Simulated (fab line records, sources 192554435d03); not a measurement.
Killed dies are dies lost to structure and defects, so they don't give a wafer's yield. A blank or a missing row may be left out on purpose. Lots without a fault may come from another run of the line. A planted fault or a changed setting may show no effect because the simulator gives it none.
Split-lot experiment | flow n5_finfet | 7 lots, 21 wafers read, on a route of 1938 steps

THE SPLIT
At N5_BEOL_M6_VIA_ETCH_34 (etches SiCOH lowk in C4F6/O2, target depth 126.3 nm, time 50.9 s), the setting time_s was moved away from the recipe's 50.9 s on 10 of the 21 wafers read, by -17.0% to -7.7%. The other wafers ran this setting at the recipe's value.

The reading is taken at the split's own step.

THE READING
SOC_of_BEOL_M6_COAT_63.thk_nm (the simulator's own value, which no gauge read), in nm, at N5_BEOL_M6_VIA_ETCH_34 (etches SiCOH lowk in C4F6/O2, target depth 126.3 nm, time 50.9 s). The file gives no usual value for it. The 11 wafers here that ran the recipe average 54.0 nm, standard deviation 0.18 nm.

wafer  | tool, chamber at the split | time_s as run, s | against the recipe | SOC_of_BEOL_M6_COAT_63.thk_nm, nm | against lot-mates on the recipe
L076.1 | rie_diel-03, 0             | 50.9             | recipe             | 54.2                              | -
L076.3 | rie_diel-03, 1             | 50.9             | recipe             | 54                                | -
L076.4 | rie_diel-03, 3             | 50.9             | recipe             | 54                                | -
L086.2 | rie_diel-03, 2             | 44.97            | -11.7%             | 54.6                              | +1.0
L086.3 | rie_diel-03, 0             | 44.97            | -11.7%             | 54.4                              | +0.8
L086.4 | rie_diel-03, 1             | 50.9             | recipe             | 53.6                              | -
L087.1 | rie_diel-01, 2             | 43.77            | -14.0%             | 55                                | +0.8
L087.2 | rie_diel-01, 1             | 43.77            | -14.0%             | 54.6                              | +0.4
L087.6 | rie_diel-01, 0             | 50.9             | recipe             | 54.2                              | -
L089.1 | rie_diel-06, 3             | 50.9             | recipe             | 53.8                              | -
L089.4 | rie_diel-06, 1             | 50.9             | recipe             | 53.8                              | -
L089.5 | rie_diel-06, 1             | 50.9             | recipe             | 54                                | -
L092.2 | rie_diel-06, 0             | 42.23            | -17.0%             | 55                                | no lot-mate on the recipe
L092.3 | rie_diel-06, 3             | 42.23            | -17.0%             | 55.2                              | no lot-mate on the recipe
L092.4 | rie_diel-06, 1             | 42.23            | -17.0%             | 55                                | no lot-mate on the recipe
L090.2 | rie_diel-06, 2             | 47               | -7.7%              | 54.4                              | +0.2
L090.4 | rie_diel-06, 1             | 50.9             | recipe             | 54.2                              | -
L090.5 | rie_diel-06, 0             | 47               | -7.7%              | 54.2                              | +0.0
L094.1 | rie_diel-03, 0             | 45.96            | -9.7%              | 54.6                              | +0.6
L094.5 | rie_diel-03, 3             | 50.9             | recipe             | 54                                | -
L094.6 | rie_diel-03, 2             | 50.9             | recipe             | 54                                | -

THE FIT
A straight line over all 21 wafers: SOC_of_BEOL_M6_COAT_63.thk_nm changes by -0.0594 nm for each +1% of time_s; r = -0.92; the points scatter about the line by 0.18 nm.
The same after taking each lot's own level away (the mean of its wafers on the recipe; 18 wafers): -0.0526 nm for each +1%; r = -0.85; scatter 0.19 nm.
On that fit, the largest move of time_s shifts the reading by 0.9 nm.
The lots' own levels span 53.60 to 54.20 nm, that is 3.3 times the standard deviation above.
So the lot-to-lot level changes the slope: the two fits differ.
Check: with one of the wafers moved furthest among these (-14.0%) left out of the fit, the line predicts +0.703 nm for it against its lot-mates. It came out at +0.8 nm against them.

OTHER SPLITS ON THESE WAFERS
These wafers also went through other splits before the reading. Each is held against what the fit with the lots' levels taken away leaves over:
other split on the same wafers | wafers away from the commonest value | r with SOC_of_BEOL_M6_COAT_63.thk_nm (lot level and that fit taken away)
N5_BEOL_M6_ILD_DEP_00 time_s   | 5                                    | -0.15
N5_BEOL_M6_EXPOSE_08 dose_mj   | 9                                    | +0.08

THE WHOLE CHAIN: every reading that the file lists as answering this split, in the file's order
step                   | what it does                                                     | reading                                                                        | change (the file's fit)                | r (the file's)
N5_BEOL_M6_VIA_ETCH_34 | etches SiCOH lowk in C4F6/O2, target depth 126.3 nm, time 50.9 s | etch.depth_nm (the simulator's own value, which no gauge read)                 | +1.31 nm for each +1% of the setting   | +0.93
N5_BEOL_M6_VIA_ETCH_34 | etches SiCOH lowk in C4F6/O2, target depth 126.3 nm, time 50.9 s | SOC_of_BEOL_M6_COAT_63.thk_nm (the simulator's own value, which no gauge read) | -0.0526 nm for each +1% of the setting | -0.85

THE FILE'S OWN FIT
SOC_of_BEOL_M6_COAT_63.thk_nm changes by -0.0526 nm for each +1% of time_s, r = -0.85.
